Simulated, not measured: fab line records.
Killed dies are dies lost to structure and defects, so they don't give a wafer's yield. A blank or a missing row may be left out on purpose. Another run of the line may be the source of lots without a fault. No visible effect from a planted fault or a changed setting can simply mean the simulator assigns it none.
Matching of chambers    flow nand harc    4 sister chambers for NHARC_A_WL_FILL_CMP_12 on cmp-03
The step polishes, t overpolish 30 s, target thk 100 nm. 16 wafers are shown with their chamber, then 8 later ones without.

== WAFERS, EACH WITH ITS CHAMBER ==
wafer   chamber  motor current A (A)  time to endpoint s (s)  overpolish run s (s)
L075.3  0        11.3                 22.9                    30.006
L075.4  1        11.5                 22.2                    30.001
L075.6  1        11.1                 22.5                    29.995
L077.3  2        15.3                 19.2                    30.014
L077.5  3        12.3                 20.1                    29.998
L077.6  2        14.5                 18.9                    29.995
L085.1  1        12.2                 24.9                    29.996
L085.3  3        12.2                 20.9                    29.988
L085.4  2        14.6                 19.7                    30.010
L085.2  0        11.4                 25.1                    29.997
L085.5  2        14.8                 18.5                    30.001
L085.6  3        13.0                 21.3                    29.997
L090.3  0        11.3                 20.0                    29.998
L090.4  2        14.3                 15.8                    30.003
L090.6  3        13.5                 16.6                    29.989
L088.3  1        11.1                 22.8                    30.002

SIGNATURES (means of the wafers above)
reading             chamber 0  chamber 1  chamber 2  chamber 3  scatter within a chamber
motor current A     11.333     11.475     14.700     12.750     0.459
time to endpoint s  22.667     23.100     18.420     19.725     1.84
overpolish run s    30.00033   29.99850   30.00460   29.99300   0.00572
Rule: a wafer lies at a distance from a chamber equal to the root of the sum of squares, over the readings, of (its reading less the chamber's mean, divided by the reading's scatter). The wafer belongs to the nearest chamber; if the next one is less than 2 further off, it can't be placed. The scatter: take each reading less its chamber's mean, square it, sum over the shown wafers, divide by the number of wafers less the number of chambers, and take the root.

== WAFERS WITHOUT THEIR CHAMBER ==
wafer   motor current A (A)  time to endpoint s (s)  overpolish run s (s)
L088.4  12.4                 18.3                    30.008
L088.5  12.2                 15.8                    29.986
L093.4  15.0                 18.4                    30.002
L093.5  12.3                 19.7                    30.008
L093.6  14.4                 18.7                    29.994
L095.1  11.1                 22.5                    30.002
L095.4  11.3                 22.5                    30.006
L095.6  12.8                 18.4                    30.002

== WHICH CHAMBER EACH ONE RAN IN ==
wafer   from the rows above           in truth
L088.4  can't be placed: 3 or 0 or 1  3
L088.5  3                             3
L093.4  2                             2
L093.5  can't be placed: 3 or 0 or 1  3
L093.6  can't be placed: 2 or 3       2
L095.1  can't be placed: 0 or 1       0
L095.4  can't be placed: 0 or 1       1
L095.6  3                             3
3 of 8 placed correctly. Not placeable from these rows: 5 (in 5, the candidates include the true chamber). 0 placed wrongly.
